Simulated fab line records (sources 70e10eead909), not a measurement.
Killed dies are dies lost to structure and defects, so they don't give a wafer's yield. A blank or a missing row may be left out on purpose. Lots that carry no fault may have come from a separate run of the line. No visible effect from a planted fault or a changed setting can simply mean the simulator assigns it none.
A struck lot beside a sound one	flow nand harc	32 out of 1302 route steps
Sound: wafers L543.2, L543.4, L543.6. Struck: wafer L555.3 (left out: L555.2, L555.5 of the same lot, which were not struck); the cause appears at the end.
At each step with rows: each side's tool, then ch and its chambers, then its first start. Under that, the readings that differ: sound wafers	struck wafers	difference of the means	sigmas: that difference in standard deviations of wafers without a fault.
alike: readings whose means differ by less than 2 such deviations, and words and numbers that are the same on both sides. not compared: withheld readings, readings that some wafer has no value for, bounds like >300 that may hide the same value, and numbers for which the record gives no deviation and whose values overlap.
A row with sigmas, a row that says differs or no value, or rows on one side alone: a step with any of these is where the two part. Non-overlapping numbers with no deviation appear without sigmas and do not part them. A reading that every wafer of one side lacks parts them only if that side has two wafers or more.

first, 9 steps without rows for these wafers: NHARC_A_CHANNEL_HOLE_D2_DEP_00 (deposits aC, target thk 3100 nm); NHARC_A_CHANNEL_HOLE_D2_DEP_01 (deposits SiON, target thk 140 nm); NHARC_A_CHANNEL_HOLE_D2_DEHYDRATE_02 (time 120 s); NHARC_A_CHANNEL_HOLE_D2_HMDS_03 (time 30 s); NHARC_A_CHANNEL_HOLE_D2_COAT_36 (time 75 s); NHARC_A_CHANNEL_HOLE_D2_COAT_37 (time 65 s); NHARC_A_CHANNEL_HOLE_D2_COAT_04 (resist thk 90 nm); NHARC_A_CHANNEL_HOLE_D2_SOFTBAKE_05 (time 55 s); NHARC_A_CHANNEL_HOLE_D2_EBR_06.
NHARC_A_CHANNEL_HOLE_D2_EXPOSE_07: exposes mask HOLE D2, target cd 100 nm.
  sound on arfi scanner-03 ch 0, day 17 18:21; struck on arfi scanner-01 ch 0, day 22 01:25
  alike: mask
then, 2 steps without rows for these wafers: NHARC_A_CHANNEL_HOLE_D2_PEB_08 (peb time 65 s); NHARC_A_CHANNEL_HOLE_D2_DEVELOP_09 (develop time 35 s).
NHARC_A_CHANNEL_HOLE_D2_CD_MEAS_10 targets a cd of 100 nm.
  sound on cd sem-02 ch 0, day 17 18:29; struck on cd sem-01 ch 0, day 22 01:33
reading	sound	struck	difference	sigmas
cd nm (nm)	97.9 99.1 98.7	106.6	+8.0	+11
NHARC_A_CHANNEL_HOLE_D2_DESCUM_15: chemistry O2, time 3 s.
  sound on rie diel-03 ch 0,2, day 17 18:40; struck on rie diel-05 ch 2, day 22 01:44
reading	sound	struck	difference	sigmas
chamber pressure mTorr (mTorr)	60.06 59.94 59.95	60.11	+0.13	+2
model.A_CHANNEL_HOLE_D2.cd nm (nm)	99.41 100.4 100.3	106.1	+6.1	
  alike: drypump motor current A, o2 flow sccm, oes product au, rf vpp V, showerhead plenum p Torr, throttle valve pct
  not compared: rf hours counter h
then, 16 steps without rows for these wafers: NHARC_A_CHANNEL_HOLE_D2_ETCH_38 (etches the open film in CF4, target depth 39 nm, time 65 s); NHARC_A_CHANNEL_HOLE_D2_ETCH_39 (etches the open film in N2/H2, target depth 260 nm, time 325 s); NHARC_A_CHANNEL_HOLE_D2_ETCH_34 (etches the open film in CF4/CHF3, target depth 154 nm, time 77 s); NHARC_A_CHANNEL_HOLE_D2_ETCH_16 (etches the open film in O2/COS, target depth 3100 nm, time 806 s); NHARC_A_CHANNEL_HOLE_D2_ETCH_19 (etches the open film in C4F8/O2/Ar, time 34.5 s); NHARC_A_CHANNEL_HOLE_D2_ETCH_20 (etches the open film in C4F8/O2/Ar, time 361.9 s, target depth 1600 nm); NHARC_A_CHANNEL_HOLE_D2_ETCH_21 (etches the open film in C4F8/O2/Ar, time 514.3 s, target depth 1600 nm); NHARC_A_CHANNEL_HOLE_D2_ETCH_22 (etches the open film in C4F8/O2/Ar, time 666.7 s, target depth 1600 nm); NHARC_A_CHANNEL_HOLE_D2_ETCH_23 (etches the open film in C4F8/O2/Ar, time 819 s, target depth 1600 nm); NHARC_A_CHANNEL_HOLE_D2_ETCH_24 (etches the open film in C4F8/O2/Ar, time 906.2 s, target depth 1500 nm); NHARC_A_CHANNEL_HOLE_D2_ETCH_25 (etches the open film in C4F8/O2/Ar, time 1040.2 s, target depth 1500 nm); NHARC_A_CHANNEL_HOLE_D2_ETCH_26 (etches the open film in C4F8/O2/Ar, time 224.1 s, target depth 300 nm); NHARC_A_CHANNEL_HOLE_D2_ETCH_27 (etches the open film in C4F8/O2/Ar, time 90 s, target depth 400 nm); NHARC_A_CHANNEL_HOLE_D2_STRIP_41 (strips in N2/H2); NHARC_A_CHANNEL_HOLE_D2_STRIP_42 (strips in CF4/CHF3); NHARC_A_CHANNEL_HOLE_D2_STRIP_43 (strips in O2/COS).
NHARC_A_CHANNEL_HOLE_D2_ETCH_44: etches the open film in CF4/O2, target depth 140 nm, overetch 14 nm, time 77 s.
  sound on rie diel-03 ch 0,1,2, day 18 00:35; struck on rie diel-03 ch 1, day 22 07:40
reading	sound	struck	difference	sigmas
model.A_CHANNEL_HOLE_D2.cd nm (nm)	88.63 90.86 90.82	94.84	+4.74	
  alike: chamber pressure mTorr, drypump motor current A, o2 flow sccm, oes_ar_750_au, oes product au, rf vpp V, showerhead plenum p Torr, throttle valve pct
  not compared: rf hours counter h
then, 1 step without rows for these wafers: NHARC_A_CHANNEL_HOLE_D2_STRIP_28 (strips in O2).

WHERE THEY PART
First at NHARC_A_CHANNEL_HOLE_D2_CD_MEAS_10; last, within this record, at NHARC_A_CHANNEL_HOLE_D2_DESCUM_15. Later steps at which nothing parts them and some readings are alike: NHARC_A_CHANNEL_HOLE_D2_ETCH_44.

WHY: the cause the simulator had injected
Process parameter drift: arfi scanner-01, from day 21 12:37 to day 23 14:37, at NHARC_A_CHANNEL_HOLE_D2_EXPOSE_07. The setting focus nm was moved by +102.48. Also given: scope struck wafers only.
